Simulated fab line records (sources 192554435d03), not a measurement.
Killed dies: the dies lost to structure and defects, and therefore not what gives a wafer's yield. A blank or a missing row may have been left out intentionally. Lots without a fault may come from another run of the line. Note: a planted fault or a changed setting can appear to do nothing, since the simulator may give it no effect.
Matching of chambers | flow n5-finfet | N5_GATE_CUT_CMP_43 on cmp-03 has 4 sister chambers
The step polishes SiO2. 4 wafers are shown with their chamber, then 8 later ones without.

## WAFERS PAIRED WITH THEIR CHAMBERS
wafer  | chamber | motor-current-A (A)
L082.2 | 0       | 12.7
L082.6 | 3       | 12.0
L084.1 | 1       | 12.9
L086.2 | 2       | 10.9

## WAFERS WITH NO CHAMBER GIVEN
wafer  | motor-current-A (A)
L086.4 | 12.4
L086.5 | 13.2
L087.1 | 11.6
L087.4 | 13.4
L087.5 | 12.6
L097.2 | 11.8
L097.3 | 12.7
L097.5 | 13.0

## WHICH CHAMBER EACH WENT THROUGH
wafer  | from the rows above          | in truth
L086.4 | can't be placed: 0 or 3 or 1 | 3
L086.5 | can't be placed: 1 or 0      | 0
L087.1 | can't be placed: 3 or 2      | 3
L087.4 | can't be placed: 1 or 0      | 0
L087.5 | can't be placed: 0 or 1 or 3 | 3
L097.2 | 3                            | 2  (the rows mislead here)
L097.3 | can't be placed: 0 or 1      | 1
L097.5 | can't be placed: 1 or 0      | 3
Correct placement for 0 of the 8. Unplaceable from these rows: 7, with the true chamber sitting among the candidates in 6. Number placed wrongly: 1.
How it was worked out, from the rows above alone: a wafer's distance from a chamber is the root of the sum, over the readings, of the square of ((its reading less the chamber's mean) divided by the reading's scatter). If the next closest chamber is less than 2 further off than the closest, the wafer can't be placed; otherwise it belongs to the closest. For every chamber, the mean is computed from those of its wafers that are shown. The scatter (one wafer shown for each chamber): square how far every hidden wafer sits from the nearest shown wafer, average those squares and take the square root.
